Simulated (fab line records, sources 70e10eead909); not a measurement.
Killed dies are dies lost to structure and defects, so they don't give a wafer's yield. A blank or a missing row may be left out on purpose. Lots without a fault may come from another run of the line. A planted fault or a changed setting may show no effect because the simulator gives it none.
fab line records | flow nand_harc
record lots=24 wafers=72 last_day=35
route steps=1302 shown A_STAIRCASE@872 A_SGD_CUT@890 A_SLIT@933 A_WL_FILL@975 A_CONTACT@1040
lots that met no fault: from a run of the same line without faults
start_h: hours from the record's first day to the start of the lot's first wafer shown | wait_h: hours since the lot's step before | " the same as in the row above | L1.1+2: a row that stands for several wafers | - no value, or no start given | * or withheld: withheld | < > ~ a bound
route shown NAME@n: a module of which the file shows steps, and the number in the route of the first | usual: mean/standard deviation of fault-free wafers | same: alike in all rows | chamber/n: place in a boat | sites: the reading at each site | _std_site: their standard deviation | _edge_site: outer sites' mean less inner sites' | radius_mm: how far each site lies from the wafer's centre | mask NAME#n: copy n | behind: the tool/chamber that last shaped the wafer | hold: why the lot was held/for how many hours/how that ended | device: the transistor (n, p or np) that didn't switch | end of line: the same wafers' tests at the end of the route | a step without rows: its recipe alone | killed: dies lost to structure and defects at the first sort, not the wafer's yield | map: a wafer's dies, x killed, . not, _ none there
set.NAME: the setting as run; set.NAME@STEP: as run at that earlier step | model.NAME: the simulator's own value behind a step, which no gauge read
steps of the route over a sample of lots; a table a step, a row a wafer
services: from which hour (start_h, from the record's first day; less than 0 if before it) a tool's chamber was out of use, for how many hours, and why
## steps
# step NHARC_A_STAIRCASE_STRIP_446
# recipe power_w=1500 temp_c=250 chemistry=O2
# usual drypump_motor_current_A=5.44/0.29 heater_power_w=310/21
# columns lot.wafer tool chamber start_h wait_h drypump_motor_current_A heater_power_w rf_hours_counter_h
L074.2 plasma_asher-01 1 436.92 0.1 5.74 335 19
L074.3 " 1 " " 5.75 341 -
L074.6 " 1 " " 5.72 342 -
L075.1 plasma_asher-01 1 447.14 0.1 5.72 336 22
L075.4 " 0 " " 5.36 299 -
L075.5 " 0 " " 5.40 296 -
L078.1 plasma_asher-01 1 462.03 0.0 5.71 333 25
L078.4 " 1 " " 5.72 341 -
L078.6 " 0 " " 5.36 303 -
L077.4 plasma_asher-02 1 462.11 0.1 4.93 328 -
L077.3 " 0 " " 5.61 285 -
L077.6 " 1 " " 4.92 325 -
L079.1 plasma_asher-01 1 462.31 0.1 5.72 331 26
L079.2 " 0 " " 5.36 298 26
L079.4 " 0 " " 5.36 302 -
L076.1 plasma_asher-02 1 464.89 0.0 4.93 315 5
L076.3 " 1 " " 4.92 316 -
L076.4 " 0 " " 5.63 279 -
L080.4 plasma_asher-02 1 483.29 0.1 4.94 318 -
L080.6 " 1 " " 4.95 320 -
L080.5 " 0 " " 5.62 276 -
L082.2 plasma_asher-02 0 499.99 0.0 5.63 282 12
L082.1 " 1 " " 4.93 312 12
L082.4 " 0 " " 5.65 290 -
L081.2 plasma_asher-02 1 511.21 0.1 4.95 316 14
L081.5 " 0 " " 5.63 280 -
L081.6 " 1 " " 4.93 317 -
L083.2 plasma_asher-02 0 525.06 0.0 5.63 275 18
L083.3 " 0 " " 5.63 279 -
L083.4 " 1 " " 4.93 310 -
L084.1 plasma_asher-01 1 532.97 0.1 5.72 334 1
L084.3 " 0 " " 5.37 292 -
L084.5 " 0 " " 5.40 303 -
L085.2 plasma_asher-02 1 539.21 0.0 4.94 320 22
L085.3 " 1 " " 4.93 319 -
L085.6 " 0 " " 5.60 276 -
L086.3 plasma_asher-01 0 539.32 0.1 5.36 295 -
L086.4 " 1 " " 5.71 337 -
L086.5 " 0 " " 5.36 295 -
L087.2 plasma_asher-01 1 561.14 0.0 5.75 329 7
L087.4 " 0 " " 5.35 300 -
L087.5 " 1 " " 5.74 345 -
L089.2 plasma_asher-01 1 576.26 0.0 5.73 344 9
L089.1 " 0 " " 5.39 299 9
L089.3 " 0 " " 5.40 302 -
L088.1 plasma_asher-01 0 576.99 0.0 5.39 305 9
L088.4 " 1 " " 5.73 341 -
L088.5 " 1 " " 5.74 334 -
L090.1 plasma_asher-01 0 596.86 0.0 5.41 296 13
L090.6 " 0 " " 5.37 303 -
L090.5 " 1 " " 5.74 339 -
L091.4 plasma_asher-02 1 604.36 0.3 4.91 322 -
L091.3 " 0 " " 5.62 277 -
L091.6 " 0 " " 5.64 285 -
L092.1 plasma_asher-01 1 604.59 0.3 5.73 337 15
L092.3 " 0 " " 5.37 293 -
L092.6 " 1 " " 5.72 339 -
L094.4 plasma_asher-01 1 623.11 0.2 5.75 339 -
L094.5 " 0 " " 5.39 294 -
L094.6 " 1 " " 5.72 335 -
L093.3 plasma_asher-02 0 623.25 0.2 5.62 300 -
L093.6 " 1 " " 4.93 328 -
L093.5 " 0 " " 5.65 289 -
L096.1 plasma_asher-01 0 649.68 0.0 5.35 303 26
L096.2 " 1 " " 5.76 341 26
L096.3 " 0 " " 5.39 289 -
L095.2 plasma_asher-01 0 661.75 0.0 5.39 295 29
L095.1 " 1 " " 5.73 329 29
L095.5 " 0 " " 5.39 297 -
L097.2 plasma_asher-02 0 679.20 0.1 5.62 287 11
L097.3 " 1 " " 4.94 331 -
L097.5 " 1 " " 4.93 321 -
# step NHARC_A_SGD_CUT_DEP_00
# recipe target_thk_a=500 temp_c=400 target_thk_nm=50 flow_sccm=200 rf_w=450 material=SiNx
# usual heater_power_w=741/120
# columns lot.wafer tool chamber start_h wait_h heater_power_w
L074.3 pecvd-02 2 439.77 0.1 748
L074.2 " 0 " " 891
L074.6 " 2 " " 742
L075.1 pecvd-02 2 449.81 0.1 808
L075.4 " 0 " " 902
L075.5 " 1 " " 763
L077.3 pecvd-01 1 464.67 0.1 793
L077.6 " 1 " " 783
L077.4 " 0 " " 969
L078.1 pecvd-03 1 464.72 0.1 703
L078.6 " 0 " " 693
L078.4 " 2 " " 601
L079.2 pecvd-01 0 464.97 0.1 891
L079.1 " 2 " " 655
L079.4 " 1 " " 841
L076.3 pecvd-03 2 467.58 0.1 575
L076.1 " 0 " " 662
L076.4 " 1 " " 762
L080.6 pecvd-01 1 486.03 0.2 797
L080.4 " 2 " " 716
L080.5 " 0 " " 801
L082.1 pecvd-02 0 502.68 0.1 832
L082.2 " 1 " " 694
L082.4 " 2 " " 713
L081.2 pecvd-02 1 513.83 0.1 731
L081.5 " 1 " " 733
L081.6 " 2 " " 743
L083.2 pecvd-03 2 527.77 0.1 614
L083.3 " 0 " " 726
L083.4 " 0 " " 694
L084.1 pecvd-01 1 535.59 0.1 743
L084.3 " 0 " " 915
L084.5 " 2 " " 659
L085.2 pecvd-01 2 541.90 0.1 606
L085.3 " 0 " " 985
L085.6 " 2 " " 620
L086.3 pecvd-03 1 541.98 0.1 777
L086.4 " 1 " " 765
L086.5 " 2 " " 587
L087.2 pecvd-03 0 563.97 0.1 704
L087.4 " 2 " " 632
L087.5 " 0 " " 701
L089.2 pecvd-02 0 578.93 0.1 874
L089.1 " 1 " " 746
L089.3 " 2 " " 814
L088.1 pecvd-03 2 579.75 0.1 572
L088.4 " 1 " " 671
L088.5 " 0 " " 704
L090.1 pecvd-01 1 599.59 0.1 768
L090.5 " 1 " " 804
L090.6 " 2 " " 609
L091.3 pecvd-02 0 607.05 0.1 974
L091.6 " 2 " " 803
L091.4 " 0 " " 985
L092.3 pecvd-03 0 607.37 0.1 722
L092.1 " 2 " " 536
L092.6 " 1 " " 679
L094.4 pecvd-01 2 625.80 0.2 595
L094.6 " 2 " " 584
L094.5 " 0 " " 987
L093.3 pecvd-03 1 625.82 0.1 703
L093.5 " 2 " " 570
L093.6 " 0 " " 669
L096.2 pecvd-01 1 652.38 0.1 785
L096.3 " 2 " " 661
L096.1 " 0 " " 880
L095.1 pecvd-02 0 664.44 0.1 903
L095.2 " 2 " " 698
L095.5 " 2 " " 690
L097.3 pecvd-03 0 681.80 0.1 607
L097.2 " 2 " " 547
L097.5 " 0 " " 599
# step NHARC_A_SLIT_CD_MEAS_09
# recipe target_cd_nm=300 landing_energy_ev=500
# usual cd_nm=300.0/0.48
# columns lot.wafer tool chamber start_h wait_h cd_nm
L074.2 cd_sem-01 0 458.96 - 299.5
L074.3 " 0 " " 299.6
L074.6 " 0 " " 299.7
L075.1 cd_sem-03 0 463.25 - 300.7
L075.4 " 0 " " 299.8
L075.5 " 0 " " 299.8
L077.3 cd_sem-01 0 477.44 - 300.2
L077.4 " 0 " " 299.5
L077.6 " 0 " " 299.5
L079.1 cd_sem-02 0 478.99 - 299.4
L079.2 " 0 " " 300.3
L079.4 " 0 " " 299.6
L078.1 cd_sem-03 0 480.25 - 299.6
L078.4 " 0 " " 299.7
L078.6 " 0 " " 298.9
L076.1 cd_sem-02 0 481.25 - 300.6
L076.3 " 0 " " 300.8
L076.4 " 0 " " 299.6
L080.4 cd_sem-01 0 499.52 - 300.0
L080.5 " 0 " " 299.8
L080.6 " 0 " " 300.4
L082.1 cd_sem-03 0 515.21 - 299.5
L082.2 " 0 " " 299.4
L082.4 " 0 " " 299.6
L081.2 cd_sem-02 0 528.43 - 299.5
L081.5 " 0 " " 300.0
L081.6 " 0 " " 299.9
L083.2 cd_sem-03 0 540.08 - 300.2
L083.3 " 0 " " 300.1
L083.4 " 0 " " 299.8
L084.1 cd_sem-02 0 547.85 - 300.0
L084.3 " 0 " " 299.6
L084.5 " 0 " " 300.3
L086.3 cd_sem-01 0 556.06 - 300.2
L086.4 " 0 " " 299.1
L086.5 " 0 " " 300.6
L085.2 cd_sem-02 0 556.21 - 300.3
L085.3 " 0 " " 300.1
L085.6 " 0 " " 300.3
L087.2 cd_sem-01 0 576.21 - 300.3
L087.4 " 0 " " 300.4
L087.5 " 0 " " 300.3
L088.1 cd_sem-03 0 593.66 - 299.5
L088.4 " 0 " " 298.6
L088.5 " 0 " " 299.0
L089.1 cd_sem-03 0 597.54 - 300.6
L089.2 " 0 " " 300.1
L089.3 " 0 " " 299.8
L090.1 cd_sem-03 0 614.39 - 300.0
L090.5 " 0 " " 300.4
L090.6 " 0 " " 299.9
L091.3 cd_sem-03 0 623.94 - 300.6
L091.4 " 0 " " 300.0
L091.6 " 0 " " 300.4
L092.1 cd_sem-02 0 624.17 - 299.9
L092.3 " 0 " " 299.9
L092.6 " 0 " " 299.9
L093.3 cd_sem-03 0 638.58 - 300.5
L093.5 " 0 " " 300.5
L093.6 " 0 " " 299.9
L094.4 cd_sem-03 0 639.15 - 299.6
L094.5 " 0 " " 299.6
L094.6 " 0 " " 300.3
L096.1 cd_sem-02 0 665.28 - 300.6
L096.2 " 0 " " 301.4
L096.3 " 0 " " 300.4
L095.1 cd_sem-02 0 684.00 - 300.2
L095.2 " 0 " " 300.5
L095.5 " 0 " " 300.5
L097.2 cd_sem-03 0 697.53 - 299.6
L097.3 " 0 " " 299.9
L097.5 " 0 " " 299.6
# step NHARC_A_WL_FILL_ALD_19
# recipe target_thk_a=20 pulse_time_s=3 ald_cycles=100 temp_c=450 material=TiN
# usual heater_power_w=1123/110 precursor_pulse_height_rel=1.000/0.018
# columns lot.wafer tool chamber start_h wait_h heater_power_w precursor_pulse_height_rel
L074.2 ald_metal-02 3 490.06 0.1 1313 1.026
L074.3 " 2 " " 979 0.997
L074.6 " 0 " " 1204 1.014
L075.1 ald_metal-02 2 502.51 0.1 972 0.978
L075.4 " 3 " " 1269 1.035
L075.5 " 2 " " 971 0.968
L077.4 ald_metal-04 0 507.48 0.1 1142 0.984
L077.3 " 1 " " 992 0.993
L077.6 " 0 " " 1174 1.009
L079.2 ald_metal-02 0 507.48 0.1 1199 0.976
L079.4 " 1 " " 1037 0.976
L079.1 " 2 " " 981 1.022
L076.1 ald_metal-04 3 514.47 0.1 1059 1.027
L076.4 " 0 " " 1121 0.980
L076.3 " 2 " " 1055 1.008
L078.4 ald_metal-02 0 514.47 0.1 1195 1.001
L078.1 " 3 " " 1272 1.004
L078.6 " 0 " " 1213 1.039
L080.4 ald_metal-02 1 530.29 0.1 1032 0.995
L080.6 " 3 " " 1268 0.979
L080.5 " 0 " " 1214 1.018
L082.4 ald_metal-02 3 545.11 0.1 1291 0.951
L082.1 " 1 " " 1049 1.013
L082.2 " 2 " " 992 0.997
L081.2 ald_metal-01 1 559.03 0.1 972 0.999
L081.6 " 3 " " 1277 1.047
L081.5 " 0 " " 1089 1.011
L083.2 ald_metal-02 3 573.25 0.1 1295 0.985
L083.3 " 0 " " 1253 0.994
L083.4 " 1 " " 1026 0.994
L084.3 ald_metal-02 0 578.82 0.1 1225 1.009
L084.1 " 1 " " 1029 1.000
L084.5 " 3 " " 1304 1.025
L085.2 ald_metal-04 3 587.74 0.1 1082 0.985
L085.3 " 2 " " 1074 0.982
L085.6 " 3 " " 1072 1.018
L086.4 ald_metal-02 3 587.76 0.1 1297 1.024
L086.3 " 0 " " 1216 1.016
L086.5 " 2 " " 998 0.989
L087.4 ald_metal-01 2 606.83 0.1 1168 0.976
L087.2 " 0 " " 1103 0.996
L087.5 " 2 " " 1193 1.009
L089.3 ald_metal-01 2 627.58 0.1 1182 1.007
L089.2 " 3 " " 1310 0.992
L089.1 " 1 " " 978 0.972
L088.1 ald_metal-04 2 627.58 0.1 1071 1.003
L088.4 " 1 " " 1058 0.981
L088.5 " 3 " " 1081 1.000
L090.1 ald_metal-04 2 646.86 0.1 1074 0.979
L090.5 " 1 " " 1001 0.995
L090.6 " 2 " " 1068 1.029
L091.3 ald_metal-02 1 655.20 0.1 1027 0.992
L091.4 " 0 " " 1270 1.018
L091.6 " 1 " " 1008 1.003
L092.1 ald_metal-02 1 657.93 0.1 1022 0.966
L092.3 " 3 " " 1274 0.988
L092.6 " 1 " " 1001 1.008
L093.3 ald_metal-04 1 669.10 0.1 987 1.002
L093.5 " 1 " " 986 0.960
L093.6 " 2 " " 1049 1.005
L094.4 ald_metal-01 2 669.14 0.1 1177 1.000
L094.5 " 0 " " 1104 1.027
L094.6 " 1 " " 1006 1.013
L096.1 ald_metal-01 0 698.47 0.1 1143 0.984
L096.2 " 2 " " 1179 0.993
L096.3 " 3 " " 1327 1.024
L095.1 ald_metal-02 0 720.13 0.1 1243 1.019
L095.2 " 2 " " 982 0.984
L095.5 " 3 " " 1314 1.001
L097.2 ald_metal-04 2 728.49 0.1 1049 1.008
L097.3 " 3 " " 1105 1.013
L097.5 " 3 " " 1104 0.993
# step NHARC_A_CONTACT_OVL_MEAS_70
# usual overlay_x_nm=0.0/0.65 overlay_y_nm=-0.2/0.69
# columns lot.wafer tool chamber start_h wait_h overlay_x_nm overlay_y_nm
L074.2 overlay-02 - 507.86 - 0.0 -0.2
L074.3 " - " " 0.2 0.2
L074.6 " - " " 0.2 -0.6
L075.1 overlay-01 - 519.71 - 0.4 -0.4
L075.4 " - " " 0.5 0.0
L075.5 " - " " 0.7 -0.1
L079.1 overlay-02 - 524.70 - 0.4 -0.7
L079.2 " - " " 0.3 -0.6
L079.4 " - " " 0.7 -1.0
L077.3 overlay-02 - 525.26 - 0.2 -0.9
L077.4 " - " " -0.1 -0.8
L077.6 " - " " 0.1 -0.2
L078.1 overlay-02 - 531.51 - 0.0 -0.8
L078.4 " - " " 0.4 -0.9
L078.6 " - " " 0.7 -0.8
L076.1 overlay-02 - 532.20 - -1.2 -0.6
L076.3 " - " " -0.6 0.0
L076.4 " - " " -1.2 0.1
L080.4 overlay-01 - 548.79 - -0.6 -1.1
L080.5 " - " " -0.5 -1.5
L080.6 " - " " -0.9 -0.9
L082.1 overlay-02 - 562.51 - -0.4 -0.5
L082.2 " - " " -0.6 -0.6
L082.4 " - " " -0.4 -0.3
L081.2 overlay-01 - 577.20 - -0.1 0.0
L081.5 " - " " -0.4 -0.5
L081.6 " - " " 0.0 0.0
L083.2 overlay-02 - 590.47 - -1.2 0.9
L083.3 " - " " -1.3 1.5
L083.4 " - " " -1.4 1.3
L084.1 overlay-02 - 598.08 - -0.3 -0.1
L084.3 " - " " 0.1 -0.2
L084.5 " - " " -0.6 0.0
L086.3 overlay-02 - 604.59 - -0.3 0.3
L086.4 " - " " -0.2 0.7
L086.5 " - " " -0.1 0.3
L085.2 overlay-01 - 605.41 - -1.2 -1.1
L085.3 " - " " -1.1 -0.9
L085.6 " - " " -1.0 -0.6
L087.2 overlay-02 - 628.81 - 0.0 0.3
L087.4 " - " " 0.7 0.8
L087.5 " - " " 0.5 0.3
L088.1 overlay-01 - 644.78 - 0.6 -0.1
L088.4 " - " " 0.3 -0.1
L088.5 " - " " 0.0 -0.1
L089.1 overlay-01 - 645.73 - 0.3 -1.0
L089.2 " - " " 0.5 -0.1
L089.3 " - " " -0.5 -0.2
L090.1 overlay-01 - 664.43 - 0.4 -0.5
L090.5 " - " " 0.3 -0.5
L090.6 " - " " 0.0 0.1
L091.3 overlay-02 - 672.27 - 1.1 0.4
L091.4 " - " " 0.9 0.7
L091.6 " - " " 1.4 0.6
L092.1 overlay-02 - 682.00 - -0.4 -1.0
L092.3 " - " " 0.0 -0.5
L092.6 " - " " -0.2 -0.7
L094.4 overlay-02 - 690.93 - -1.3 0.9
L094.5 " - " " -0.5 0.6
L094.6 " - " " -0.5 1.0
L093.3 overlay-01 - 693.16 - 0.9 -0.8
L093.5 " - " " 0.6 -0.7
L093.6 " - " " 1.5 -1.2
L096.1 overlay-01 - 717.74 - -0.6 0.0
L096.2 " - " " -0.3 -0.6
L096.3 " - " " -1.0 -0.4
L095.1 overlay-02 - 738.16 - 0.1 0.8
L095.2 " - " " 0.6 1.4
L095.5 " - " " 0.4 1.0
L097.2 overlay-02 - 751.92 - -0.1 -0.5
L097.3 " - " " -0.1 0.0
L097.5 " - " " -0.8 -0.1
# step NHARC_A_CONTACT_INSPECT_71
# usual raw_defect_count=84/38
# columns lot.wafer tool chamber start_h wait_h raw_defect_count
L074.2 defect_inspect-02 - 507.90 0.0 83
L074.3 " - " " 61
L074.6 " - " " 65
L075.1 defect_inspect-02 - 519.75 0.0 113
L075.4 " - " " 130
L075.5 " - " " 115
L079.1 defect_inspect-02 - 524.74 0.0 143
L079.2 " - " " 128
L079.4 " - " " 147
L077.3 defect_inspect-02 - 525.30 0.0 13
L077.4 " - " " 15
L077.6 " - " " 13
L078.1 defect_inspect-02 - 531.54 0.0 19
L078.4 " - " " 27
L078.6 " - " " 19
L076.1 defect_inspect-02 - 532.24 0.0 157
L076.3 " - " " 147
L076.4 " - " " 157
L080.4 defect_inspect-01 - 548.83 0.0 117
L080.5 " - " " 124
L080.6 " - " " 106
L082.1 defect_inspect-01 - 562.54 0.0 116
L082.2 " - " " 115
L082.4 " - " " 121
L081.2 defect_inspect-02 - 577.24 0.0 89
L081.5 " - " " 77
L081.6 " - " " 85
L083.2 defect_inspect-02 - 590.51 0.0 77
L083.3 " - " " 75
L083.4 " - " " 71
L084.1 defect_inspect-01 - 598.12 0.0 80
L084.3 " - " " 93
L084.5 " - " " 88
L086.3 defect_inspect-02 - 604.62 0.0 25
L086.4 " - " " 15
L086.5 " - " " 21
L085.2 defect_inspect-02 - 605.45 0.0 98
L085.3 " - " " 91
L085.6 " - " " 87
L087.2 defect_inspect-01 - 628.84 0.0 57
L087.4 " - " " 67
L087.5 " - " " 73
L088.1 defect_inspect-02 - 644.81 0.0 132
L088.4 " - " " 134
L088.5 " - " " 141
L089.1 defect_inspect-01 - 645.77 0.0 64
L089.2 " - " " 68
L089.3 " - " " 75
L090.1 defect_inspect-02 - 664.47 0.0 147
L090.5 " - " " 141
L090.6 " - " " 136
L091.3 defect_inspect-01 - 672.31 0.0 84
L091.4 " - " " 82
L091.6 " - " " 83
L092.1 defect_inspect-01 - 682.04 0.0 56
L092.3 " - " " 56
L092.6 " - " " 53
L094.4 defect_inspect-02 - 690.97 0.0 78
L094.5 " - " " 72
L094.6 " - " " 59
L093.3 defect_inspect-01 - 693.19 0.0 66
L093.5 " - " " 65
L093.6 " - " " 67
L096.1 defect_inspect-01 - 717.78 0.0 56
L096.2 " - " " 77
L096.3 " - " " 67
L095.1 defect_inspect-02 - 738.19 0.0 82
L095.2 " - " " 83
L095.5 " - " " 78
L097.2 defect_inspect-01 - 751.95 0.0 88
L097.3 " - " " 85
L097.5 " - " " 101
## services
# columns tool chamber start_h hours kind
plasma_asher-02 - 431.39 9.0 pm
ald_metal-02 - 432.00 10.0 pm
ald_metal-02 0 446.29 5.7 repair
ald_metal-02 2 458.03 13.0 repair
ald_metal-02 1 467.32 6.0 repair
pecvd-01 - 492.25 13.0 pm
plasma_asher-01 - 519.04 9.0 pm
pecvd-01 - 522.38 0.6 repair
pecvd-03 - 548.02 13.0 pm
ald_metal-02 - 563.35 0.4 repair
plasma_asher-02 - 595.85 0.7 repair
plasma_asher-01 - 597.77 0.4 repair
plasma_asher-02 - 608.39 9.0 pm
ald_metal-02 - 610.00 10.0 pm
pecvd-01 1 620.90 18.4 repair
plasma_asher-02 - 649.70 1.8 repair
pecvd-03 1 655.94 8.7 repair
ald_metal-02 0 670.10 3.8 repair
pecvd-01 - 673.25 13.0 pm
ald_metal-02 0 678.64 11.4 repair
plasma_asher-01 - 680.66 3.0 repair
plasma_asher-01 - 696.04 9.0 pm
pecvd-03 - 724.37 0.6 repair
ald_metal-02 1 728.20 6.1 repair
## key
fault none
